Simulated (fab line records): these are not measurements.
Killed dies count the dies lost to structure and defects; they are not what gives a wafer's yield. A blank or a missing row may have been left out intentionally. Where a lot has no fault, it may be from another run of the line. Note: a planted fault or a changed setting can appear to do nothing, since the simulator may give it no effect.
Matching of chambers -- flow nand harc -- 4 sister chambers for NHARC_P_M2_CMP_23 on cmp-03
The step polishes, t overpolish 20 s, target thk 144.3 nm. 16 wafers are shown with their chamber, then 8 later ones without.

## WAFERS PAIRED WITH THEIR CHAMBERS
wafer,chamber,motor current A (A),time to endpoint s (s),slurry flow ml min
L074.1,0,11.0,28.6,150.3
L074.2,1,12.7,31.3,150.1
L074.3,3,13.5,30.9,149.3
L075.1,2,11.1,27.4,149.5
L075.2,3,13.4,33.3,149.9
L075.4,0,11.6,32.5,150.2
L076.3,1,12.2,32.1,149.8
L076.5,1,13.2,31.2,150.0
L076.6,2,10.7,29.2,150.0
L084.2,2,11.4,26.5,150.5
L084.4,1,12.5,29.3,150.4
L084.6,0,11.2,27.4,150.6
L086.2,0,11.0,27.9,150.4
L086.3,2,10.7,25.8,149.6
L086.5,0,11.3,29.0,149.7
L087.2,2,11.2,26.8,150.3

SIGNATURES (means of the wafers above)
reading,chamber 0,chamber 1,chamber 2,chamber 3,scatter within a chamber
motor current A,11.220,12.650,11.020,13.450,0.312
time to endpoint s,29.080,30.975,27.140,32.100,1.58
slurry flow ml min,150.240,150.075,149.980,149.600,0.361
Rule: for each reading, subtract the chamber's mean from the wafer's reading, divide by that reading's scatter and square the result; add these up over the readings and take the root, which gives the wafer's distance from the chamber. The wafer belongs to the nearest chamber; if the next one is less than 2 further off, it can't be placed. How the scatter is found: for the shown wafers, subtract from each reading the mean of its chamber, square and add these, divide the total by (wafers less chambers), then take the root.

## WAFERS WITHOUT THEIR CHAMBER
wafer,motor current A (A),time to endpoint s (s),slurry flow ml min
L087.3,10.7,28.1,150.1
L087.4,12.8,27.7,149.1
L092.1,10.7,30.2,149.9
L092.5,12.4,28.6,150.1
L092.6,11.0,27.9,150.3
L093.1,11.2,28.0,150.7
L093.3,10.9,27.5,149.3
L093.5,13.5,26.5,150.2

## WHICH CHAMBER EACH WENT THROUGH
wafer,from the rows above,in truth
L087.3,can't be placed: 2 or 0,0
L087.4,can't be placed: 1 or 3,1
L092.1,can't be placed: 0 or 2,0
L092.5,1,1
L092.6,can't be placed: 2 or 0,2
L093.1,can't be placed: 0 or 2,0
L093.3,can't be placed: 2 or 0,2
L093.5,can't be placed: 3 or 1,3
Placed correctly: 1 of 8. These rows do not allow placing 7 (true chamber among the candidates in 7). Number placed wrongly: 0.
